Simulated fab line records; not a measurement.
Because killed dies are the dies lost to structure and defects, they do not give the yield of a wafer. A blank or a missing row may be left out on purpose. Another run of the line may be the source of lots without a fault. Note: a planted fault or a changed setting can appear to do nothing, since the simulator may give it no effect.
Split-lot trial | flow n5-finfet | 7 lots, 21 wafers read, on a route of 1938 steps

ON THE SPLIT
At N5_DUMMY_GATE_COAT_35 (time 60 s, resist thk 10 nm), the setting spin-rpm was moved away from the recipe's 1500 rpm on 3 of the 21 wafers read, by -11.2% to +3.3%. For the rest of the wafers, this setting stayed at what the recipe calls for.

The reading is taken at the split's own step.

THE READING
SiARC_of_DUMMY_GATE_COAT_35.thk-nm (the simulator's own value, which no gauge read), in nm, at N5_DUMMY_GATE_COAT_35 (time 60 s, resist thk 10 nm). The file does not state a usual value for it.

wafer  | tool, chamber at the split | spin-rpm as run, rpm | against the recipe | SiARC_of_DUMMY_GATE_COAT_35.thk-nm, nm | against lot-mates on the recipe
L074.1 | litho-track-02, 0          | 1500                 | recipe             | 10                                     | -
L074.5 | litho-track-02, 0          | 1500                 | recipe             | 10                                     | -
L074.6 | litho-track-02, 0          | 1353                 | -9.8%              | 10.6                                   | +0.6
L079.2 | litho-track-02, 0          | 1500                 | recipe             | 10                                     | -
L079.3 | litho-track-02, 0          | 1500                 | recipe             | 10                                     | -
L079.5 | litho-track-02, 0          | 1500                 | recipe             | 10                                     | -
L082.1 | litho-track-02, 0          | 1500                 | recipe             | 10                                     | -
L082.2 | litho-track-02, 0          | 1500                 | recipe             | 10                                     | -
L082.3 | litho-track-02, 0          | 1550                 | +3.3%              | 9.8                                    | -0.2
L084.2 | litho-track-05, 0          | 1500                 | recipe             | 10                                     | -
L084.3 | litho-track-05, 0          | 1500                 | recipe             | 10                                     | -
L084.5 | litho-track-05, 0          | 1500                 | recipe             | 10                                     | -
L086.1 | litho-track-03, 0          | 1500                 | recipe             | 10                                     | -
L086.2 | litho-track-03, 0          | 1500                 | recipe             | 10                                     | -
L086.6 | litho-track-03, 0          | 1500                 | recipe             | 10                                     | -
L091.1 | litho-track-02, 0          | 1500                 | recipe             | 10                                     | -
L091.3 | litho-track-02, 0          | 1500                 | recipe             | 10                                     | -
L091.5 | litho-track-02, 0          | 1332                 | -11.2%             | 10.6                                   | +0.6
L095.1 | litho-track-05, 0          | 1500                 | recipe             | 10                                     | -
L095.2 | litho-track-05, 0          | 1500                 | recipe             | 10                                     | -
L095.4 | litho-track-05, 0          | 1500                 | recipe             | 10                                     | -

THE FIT
A straight line over all 21 wafers: SiARC_of_DUMMY_GATE_COAT_35.thk-nm changes by -0.0571 nm for each +1% of spin-rpm; r = -1.00; the points scatter about the line by 0.013 nm.
The same after taking each lot's own level away (the mean of its wafers on the recipe; 21 wafers): -0.0571 nm for each +1%; r = -1.00; scatter 0.013 nm.
Per that fit: largest spin-rpm move, reading shift of 0.64 nm.
The lots' own levels span 10.00 to 10.00 nm.
Hence the lot-to-lot level has little effect on the slope; both slopes agree.
Check: for one of the wafers moved furthest among these (-11.2%), held out of the fit, the line's prediction against its lot-mates is +0.684 nm. Against them it came out at +0.6 nm.

ADDITIONAL SPLITS CARRIED BY THESE WAFERS
Note: prior to the reading, these wafers also went through further splits. Each is held against what the fit with the lots' levels taken away leaves over:
other split on the same wafers    | wafers away from the commonest value | r with SiARC_of_DUMMY_GATE_COAT_35.thk-nm (lot level and that fit taken away)
N5_ZERO_LAYER_PECVD_02 time-s     | 10                                   | +0.49
N5_ZERO_LAYER_EXPOSE_08 dose-mj   | 9                                    | +0.24
N5_FIN_SAQP_SPACER1_ALD_24 temp-c | 7                                    | -0.07
N5_FIN_SAQP_COAT_68 spin-rpm      | 8                                    | +0.06

THE FILE'S OWN FIT
SiARC_of_DUMMY_GATE_COAT_35.thk-nm changes by -0.057 nm for each +1% of spin-rpm, r = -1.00.
